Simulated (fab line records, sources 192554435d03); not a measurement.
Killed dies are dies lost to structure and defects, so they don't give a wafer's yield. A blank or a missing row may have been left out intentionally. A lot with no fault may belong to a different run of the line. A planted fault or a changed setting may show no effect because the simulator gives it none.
8D (eight disciplines) problem report, filled in by code -- flow n5_finfet -- the parts of the form that need people (team, actions taken, sign-off) are left out

## 1. THE ISSUE
thk_nm at N5_SD_EPI_P_EPI_MEAS_23 reads a mean of 87.5 nm on 2 wafers of 2 lots; wafers without a fault read 60.9 nm with a standard deviation of 1.2. Relative to the usual mean, that is a shift of +22 standard deviations.
The first sign was on wafer L365.2 at day 4 15:21, on film_metro-01. Wafers with a number at this step in the record: 41, from 14 lots. The rule behind "out" and "out of limits": a value lying over 4 standard deviations away from the usual mean. Any other wafer with a number is counted as sound.

## 2. WHAT THIS IS AND IS NOT
question,is,is not
which readings at this step,thk_nm,-
which lots,"L365, L371","L361, L366, L373, L374, L376, L377, L378, L379, L380, L381, L382, L383"
which wafers of those lots,"L365.2, L371.2","L365.1, L371.1, L371.6"
read on which gauges,film_metro-01,film_metro-02
when,from day 4 15:21,"up to then (4 sound wafers); but 35 sound wafers of L366, L371, L373, L374, L376, L377, L378, L379, L380, L381, L382, L383 came after"

## 3. SUSPECTS, AND WHAT RULES EACH OUT
Counting: any tool at a process step up to the reading remains a suspect provided it ran every lot that is out. Sound lots after the first of them don't rule it out here, since some wafers of a struck lot are sound.
- the gauge at N5_SD_EPI_P_EPI_MEAS_23: ruled out. All the wafers that are out were read on film_metro-01, but those of them that N5_BEOL_M4_RC_MEAS_101 has rows for are out there too, on other tools.
- rie_diel-04 at N5_SD_EPI_N_ETCH_16 (etches SiO2 in CHF3/O2, target depth 5 nm): kept. Ran every lot that is out, first one L365 (day 4 07:14); last sound lot up to then L361 (day 3 08:16).
- plasma_asher-02 at N5_SD_EPI_N_STRIP_38 (strips in N2/H2): kept. It ran every lot that is out, first L365 (day 4 07:24).
- epi_rpcvd-04 at N5_SD_EPI_P_EPI_21 (deposits SiGe:B, time 355 s): kept. Ran every lot that is out, first one L365 (day 4 13:08); last sound lot up to then L361 (day 3 14:02).
The count leaves rie_diel-04 at N5_SD_EPI_N_ETCH_16, plasma_asher-02 at N5_SD_EPI_N_STRIP_38, and epi_rpcvd-04 at N5_SD_EPI_P_EPI_21.

## 4. THE CAUSE (what the simulator had put in)
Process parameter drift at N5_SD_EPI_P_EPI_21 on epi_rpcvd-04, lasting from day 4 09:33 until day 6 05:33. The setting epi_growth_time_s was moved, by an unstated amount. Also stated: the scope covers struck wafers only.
Counting leaves 3 suspects; this tool is one of them.

## 5. SEQUENCE OF EFFECTS, ordered by route
Each row: a reading whose mean over the struck wafers that have a number lies more than 3 standard deviations from the usual. Only readings whose record carries a usual standard deviation are examined. hours: median over the lots of the time between each lot's start at the first step of this table that gives one and its start at this step. sigmas: the change, counted in usual standard deviations.
hours,step,reading,usual,on struck wafers,change,sigmas
0,N5_SD_EPI_P_EPI_MEAS_23,thk_nm,60.9 nm,87.5,+26.6,+22
1,N5_SD_ACTIVATION_RS_MEAS_03,RS_SD_P,56.1 ohm/sq,38.5,-17.6,-18
116,N5_BEOL_M4_RC_MEAS_101,RS_SD_P,65.8 ohm/sq,45.5,-20.3,-20

## 6. HOW IT WOULD HAVE BEEN CAUGHT EARLIER
The first out-of-limits reading at a measuring or inspecting step in this record came at day 4 15:21, 6 hours after the fault's start at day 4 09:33.
An alarm limit of 4 standard deviations would not have fired on the tool readings at N5_SD_EPI_P_EPI_21 for which the record gives a usual standard deviation, since none of them was out on any struck wafer.
Lots out: 2; of these, L371 started N5_SD_EPI_P_EPI_21 on epi_rpcvd-04 after day 4 15:21. Putting the tool on hold at that point would have spared it.
